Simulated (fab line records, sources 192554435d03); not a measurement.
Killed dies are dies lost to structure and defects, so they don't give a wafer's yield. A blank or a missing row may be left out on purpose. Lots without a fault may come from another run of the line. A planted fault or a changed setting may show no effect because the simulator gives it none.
Chamber matching | flow n5_finfet | N5_BEOL_M6_DESCUM_33 on rie_diel-01: 4 sister chambers
The step chemistry O2, time 7 s. 18 wafers are shown with their chamber, then 9 later ones without.

WAFERS WITH THEIR CHAMBER
wafer  | chamber | showerhead_plenum_p_Torr (Torr) | drypump_motor_current_A (A) | oes_product_au (a.u.)
L076.1 | 1       | 2.04                            | 5.8                         | 0.87
L076.4 | 3       | 2.05                            | 5.9                         | 0.90
L076.5 | 2       | 2.02                            | 6.5                         | 0.75
L079.1 | 1       | 2.03                            | 5.7                         | 0.86
L079.4 | 2       | 2.01                            | 6.6                         | 0.73
L079.6 | 2       | 2.01                            | 6.5                         | 0.73
L080.1 | 2       | 2.01                            | 6.5                         | 0.73
L080.4 | 1       | 2.03                            | 5.8                         | 0.84
L080.6 | 3       | 2.04                            | 6.0                         | 0.87
L084.1 | 1       | 2.03                            | 5.8                         | 0.85
L084.4 | 3       | 2.04                            | 6.0                         | 0.88
L084.6 | 0       | 2.14                            | 6.4                         | 0.68
L086.1 | 3       | 2.04                            | 5.9                         | 0.86
L086.5 | 0       | 2.14                            | 6.4                         | 0.67
L086.6 | 3       | 2.03                            | 5.9                         | 0.85
L089.2 | 1       | 2.03                            | 5.8                         | 0.84
L089.3 | 3       | 2.03                            | 5.9                         | 0.85
L089.6 | 0       | 2.14                            | 6.4                         | 0.67

SIGNATURES (means of the wafers above)
reading                  | chamber 0 | chamber 1 | chamber 2 | chamber 3 | scatter within a chamber
showerhead_plenum_p_Torr | 2.1400    | 2.0320    | 2.0125    | 2.0383    | 0.0056
drypump_motor_current_A  | 6.400     | 5.780     | 6.525     | 5.933     | 0.0454
oes_product_au           | 0.6733    | 0.8520    | 0.7350    | 0.8683    | 0.0145
Rule: a wafer's distance from a chamber is the root of the sum, over the readings, of the square of ((its reading less the chamber's mean) divided by the reading's scatter). The wafer belongs to the nearest chamber; if the next one is less than 2 further off, it can't be placed. The scatter: the root of (the sum of the squares of (reading less its chamber's mean) over the shown wafers, divided by (wafers less chambers)).

WAFERS WITHOUT THEIR CHAMBER
wafer  | showerhead_plenum_p_Torr (Torr) | drypump_motor_current_A (A) | oes_product_au (a.u.)
L091.1 | 2.03                            | 6.0                         | 0.85
L091.2 | 2.00                            | 6.5                         | 0.72
L091.6 | 2.02                            | 5.7                         | 0.82
L093.1 | 2.03                            | 6.0                         | 0.83
L093.4 | 2.00                            | 6.5                         | 0.70
L093.6 | 2.02                            | 5.8                         | 0.82
L095.2 | 2.13                            | 6.4                         | 1.00
L095.5 | 2.02                            | 5.7                         | 0.82
L095.6 | 2.00                            | 6.5                         | 0.72

WHICH CHAMBER EACH WENT THROUGH
wafer  | from the rows above     | in truth
L091.1 | 3                       | 3
L091.2 | 2                       | 2
L091.6 | 1                       | 1
L093.1 | can't be placed: 3 or 1 | 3
L093.4 | 2                       | 2
L093.6 | 1                       | 1
L095.2 | can't be placed: 3 or 0 | 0
L095.5 | 1                       | 1
L095.6 | 2                       | 2
Placed correctly: 7 of 9. Can't be placed from these rows: 2 (the true chamber is among the candidates in 2). Placed wrongly: 0.
